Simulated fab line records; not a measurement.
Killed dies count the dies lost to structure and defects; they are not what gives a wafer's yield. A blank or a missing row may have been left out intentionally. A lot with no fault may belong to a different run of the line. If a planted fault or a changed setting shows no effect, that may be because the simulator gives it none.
Split-lot experiment / flow n5 finfet / 21 wafers read across 7 lots, on a route 1938 steps long

== THE SPLIT ITSELF ==
At N5_MOL_CONTACT_COAG_ETCH_105 (etches SiARC in CF4, target depth 15.6 nm, time 26 s), the setting bias w was moved away from the recipe's 36 W on 6 of the 21 wafers read, by -17.1% to -4.7%. For the rest of the wafers, this setting stayed at what the recipe calls for.

Reading taken at the split's own step.

== THE READING ==
rf vpp V, in V, at N5_MOL_CONTACT_COAG_ETCH_105 (etches SiARC in CF4, target depth 15.6 nm, time 26 s). A value of 184.3 V with a standard deviation of 1.2 V is what fault-free wafers of this fab line usually give.

wafer=L081.1; tool, chamber at the split=rie diel-02, 3; bias w as run, W=29.85; against the recipe=-17.1%; rf vpp V, V=163.6; against lot-mates on the recipe=-22.0
wafer=L081.2; tool, chamber at the split=rie diel-02, 2; bias w as run, W=36; against the recipe=recipe; rf vpp V, V=187.5; against lot-mates on the recipe=-
wafer=L081.4; tool, chamber at the split=rie diel-02, 1; bias w as run, W=36; against the recipe=recipe; rf vpp V, V=183.6; against lot-mates on the recipe=-
wafer=L083.1; tool, chamber at the split=rie diel-02, 3; bias w as run, W=36; against the recipe=recipe; rf vpp V, V=184.0; against lot-mates on the recipe=-
wafer=L083.2; tool, chamber at the split=rie diel-02, 2; bias w as run, W=36; against the recipe=recipe; rf vpp V, V=184.8; against lot-mates on the recipe=-
wafer=L083.5; tool, chamber at the split=rie diel-02, 3; bias w as run, W=36; against the recipe=recipe; rf vpp V, V=183.4; against lot-mates on the recipe=-
wafer=L084.1; tool, chamber at the split=rie diel-06, 2; bias w as run, W=36; against the recipe=recipe; rf vpp V, V=185.7; against lot-mates on the recipe=-
wafer=L084.5; tool, chamber at the split=rie diel-06, 1; bias w as run, W=36; against the recipe=recipe; rf vpp V, V=182.8; against lot-mates on the recipe=-
wafer=L084.6; tool, chamber at the split=rie diel-06, 0; bias w as run, W=36; against the recipe=recipe; rf vpp V, V=186.0; against lot-mates on the recipe=-
wafer=L086.2; tool, chamber at the split=rie diel-02, 2; bias w as run, W=36; against the recipe=recipe; rf vpp V, V=185.5; against lot-mates on the recipe=-
wafer=L086.3; tool, chamber at the split=rie diel-02, 1; bias w as run, W=34.31; against the recipe=-4.7%; rf vpp V, V=178.8; against lot-mates on the recipe=-5.3
wafer=L086.4; tool, chamber at the split=rie diel-02, 3; bias w as run, W=36; against the recipe=recipe; rf vpp V, V=182.8; against lot-mates on the recipe=-
wafer=L088.1; tool, chamber at the split=rie diel-06, 0; bias w as run, W=33.08; against the recipe=-8.1%; rf vpp V, V=175.8; against lot-mates on the recipe=-10.7
wafer=L088.3; tool, chamber at the split=rie diel-06, 3; bias w as run, W=36; against the recipe=recipe; rf vpp V, V=186.5; against lot-mates on the recipe=-
wafer=L088.6; tool, chamber at the split=rie diel-06, 1; bias w as run, W=33.08; against the recipe=-8.1%; rf vpp V, V=173.5; against lot-mates on the recipe=-13.0
wafer=L091.4; tool, chamber at the split=rie diel-02, 2; bias w as run, W=36; against the recipe=recipe; rf vpp V, V=184.2; against lot-mates on the recipe=-
wafer=L091.5; tool, chamber at the split=rie diel-02, 3; bias w as run, W=36; against the recipe=recipe; rf vpp V, V=183.4; against lot-mates on the recipe=-
wafer=L091.6; tool, chamber at the split=rie diel-02, 0; bias w as run, W=36; against the recipe=recipe; rf vpp V, V=184.4; against lot-mates on the recipe=-
wafer=L093.1; tool, chamber at the split=rie diel-02, 0; bias w as run, W=30.65; against the recipe=-14.9%; rf vpp V, V=165.9; against lot-mates on the recipe=-17.5
wafer=L093.3; tool, chamber at the split=rie diel-02, 2; bias w as run, W=30.65; against the recipe=-14.9%; rf vpp V, V=169.2; against lot-mates on the recipe=-14.2
wafer=L093.5; tool, chamber at the split=rie diel-02, 3; bias w as run, W=36; against the recipe=recipe; rf vpp V, V=183.4; against lot-mates on the recipe=-

FIT RESULTS
A straight line over all 21 wafers: rf vpp V changes by +1.18 V for each +1% of bias w; r = +0.98; the points scatter about the line by 1.4 V.
The same after taking each lot's own level away (the mean of its wafers on the recipe; 21 wafers): +1.19 V for each +1%; r = +0.98; scatter 1.6 V.
On that fit, the largest move of bias w shifts the reading by 20 V.
Measured against the standard deviation above, the lots' own levels, which go from 183.40 to 186.50 V, span 2.6 times it.
The two slopes agree, so the slope changes little with the lot-to-lot level.
Check: for one of the wafers moved furthest among these (-17.1%), held out of the fit, the line's prediction against its lot-mates is -19.7 V. It came out at -22 V against them.
Tool readings at the split's step, against how far the setting was moved: rf vpp V r = +0.98.

== THESE WAFERS: OTHER SPLITS ==
Note: prior to the reading, these wafers also went through further splits. Each is held against what the fit with the lots' levels taken away leaves over:
other split on the same wafers=N5_SDB_ETCH_18 time s; wafers away from the commonest value=5; r with rf vpp V (lot level and that fit taken away)=-0.03
other split on the same wafers=N5_HKMG_FIN_HK_ALD_01 ald cycles; wafers away from the commonest value=7; r with rf vpp V (lot level and that fit taken away)=-0.19
other split on the same wafers=N5_HKMG_FIN_NWFM_ALD_20 ald cycles; wafers away from the commonest value=4; r with rf vpp V (lot level and that fit taken away)=+0.15

== THE FILE'S OWN FIT ==
rf vpp V changes by +1.22 V for each +1% of bias w, r = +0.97.
